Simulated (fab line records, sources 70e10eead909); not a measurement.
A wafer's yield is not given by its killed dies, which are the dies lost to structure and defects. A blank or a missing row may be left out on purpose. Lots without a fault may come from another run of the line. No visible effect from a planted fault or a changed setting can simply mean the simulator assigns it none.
The same fault as seen by 2 desks | flow nand-harc | what lay behind the numbers comes last; until then each desk has only its own

== THE DEFECT DESK ==
Per lot, the means of the sampled wafers with a number show what the inspections along the route counted. Marked OUT: a lot whose mean sits more than 4 standard deviations from the usual mean, which makes it out of limits; the brackets give that distance.
Columns: A = raw-defect-count at NHARC_A_START_INSPECT_01, usual 3.2
lot  | first seen here | A
L690 | day 7 11:08     | 2.3
L692 | day 8 02:48     | 4.7
L693 | day 8 06:42     | 3.0
L694 | day 8 23:35     | 1.7
L695 | day 9 09:28     | 4.0
L696 | day 9 22:09     | 3.0
L697 | day 10 04:17    | 1.7
L701 | day 11 22:16    | 4.3
L702 | day 12 01:22    | 3.7
L704 | day 12 20:43    | 4.3
L707 | day 14 03:21    | 3.0
L711 | day 15 19:03    | 3.3
L712 | day 16 06:19    | 3.7
Result from this desk: across the 13 lots, nothing is out of limits.

== METROLOGY DESK ==
Means of the sampled wafers that have a number, per lot and without regard to the tool the lot ran on: this is what the gauges read. Marked OUT: a lot whose mean sits more than 4 standard deviations from the usual mean, which makes it out of limits; the brackets give that distance.
Columns: A = thk-nm at NHARC_A_ONON_D1_THK_MEAS_08, usual 1001 nm; B = thk-nm at NHARC_A_ONON_D1_THK_MEAS_14, usual 999 nm
lot  | first seen here | A    | B
L690 | day 8 10:10     | 1005 | 1000
L692 | day 9 02:22     | 1003 | 1008
L693 | day 9 07:27     | 1010 | 1002
L694 | day 10 00:55    | 997  | 987
L695 | day 10 10:31    | 990  | 1005
L696 | day 10 23:22    | 1010 | 1004
L697 | day 11 04:12    | 995  | 993
L701 | day 12 23:29    | 984  | 1006
L702 | day 12 23:31    | 988  | 1006
L704 | day 13 19:59    | 964  | 1000
L707 | day 15 04:26    | 1012 | 997
L711 | day 16 20:13    | 1023 | 991
L712 | day 17 08:29    | 989  | 998
Result from this desk: across the 13 lots, nothing is out of limits.

== BROUGHT TOGETHER ==
The defect desk saw nothing out of limits.
From the metrology desk's view, nothing was out of limits.

== WHAT WAS PUT IN BY THE SIMULATOR ==
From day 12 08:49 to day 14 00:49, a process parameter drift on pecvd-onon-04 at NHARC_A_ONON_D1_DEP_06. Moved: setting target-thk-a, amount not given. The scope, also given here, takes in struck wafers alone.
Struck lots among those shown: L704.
